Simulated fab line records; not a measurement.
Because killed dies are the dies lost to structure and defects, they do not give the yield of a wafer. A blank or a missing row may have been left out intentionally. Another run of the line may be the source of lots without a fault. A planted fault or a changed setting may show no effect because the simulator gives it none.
8D (eight disciplines) problem report, filled in by code	flow n5 finfet	the parts of the form that need people (team, actions taken, sign-off) are left out

## 1. THE PROBLEM
Mean of spin speed rpm at N5_HKMG_FIN_COAT_42: 1686.6 rpm across 6 wafers in 2 lots; on wafers with no fault it is 1499.9 rpm (standard deviation 1.1). So: +99 or more standard deviations from the usual mean.
The step: time 60 s, resist thk 35 nm.
Seen first at day 9 06:06 on litho track-03, wafer L308.1. Wafers with a number at this step in the record: 27, from 9 lots. By rule, "out" or "out of limits" means more than 4 standard deviations away from the usual mean. The other wafers with a number count as sound.

## 2. WHAT IT IS; WHAT IT IS NOT
question	is	is not
which readings at this step	spin speed rpm	resist line temp C
which lots	L308, L310	L288, L289, L291, L295, L296, L299, L301
which wafers of those lots	all that have a number	-
read on which tools	litho track-03	litho track-04, litho track-05
when	from day 9 06:06	up to then (21 sound wafers)

## 3. THE SUSPECTS, EACH WITH WHAT RULES IT OUT
Counting: a tool at a process step up to the reading stays a suspect if it ran every lot that is out and no sound lot after the first of them.
- litho track-03 at N5_HKMG_FIN_COAT_42 (time 60 s, resist thk 35 nm): kept. It ran every lot that is out, first L308 (day 9 06:06), and no sound lot after that; its last sound lot up to then is L301 (day 7 12:06). Its own readings are out on those wafers: spin speed rpm.
Left after counting: litho track-03 at N5_HKMG_FIN_COAT_42.

## 4. THE CAUSE (what the simulator had put in)
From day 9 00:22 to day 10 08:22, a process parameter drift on litho track-03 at N5_HKMG_FIN_COAT_42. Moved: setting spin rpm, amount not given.
Counting left only this tool.

## 5. SEQUENCE OF EFFECTS, ordered by route
Rows list readings where the struck wafers' mean (over those with a number) sits beyond 3 standard deviations from the usual. Readings are gone through only where the record gives a usual standard deviation; hours: the median, over the lots, of the time from a lot's start at the first step in this table giving one to that lot's start at this step; sigmas: the change measured in usual standard deviations.
hours	step	reading	usual	on struck wafers	change	sigmas
0	N5_HKMG_FIN_COAT_42	spin speed rpm	1499.9 rpm	1686.6	+186.7	+99 or more
Process steps it contains:
- N5_HKMG_FIN_COAT_42: time 60 s, resist thk 35 nm.
At these later measuring or inspecting steps, every struck wafer for which the step has a row has a number for every such reading, and none has moved that far: N5_BEOL_M4_RC_MEAS_101.

## 6. WHAT WOULD HAVE CAUGHT IT SOONER
The fault began at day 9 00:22; the first out-of-limits reading in this record came at day 9 06:06, 6 hours later.
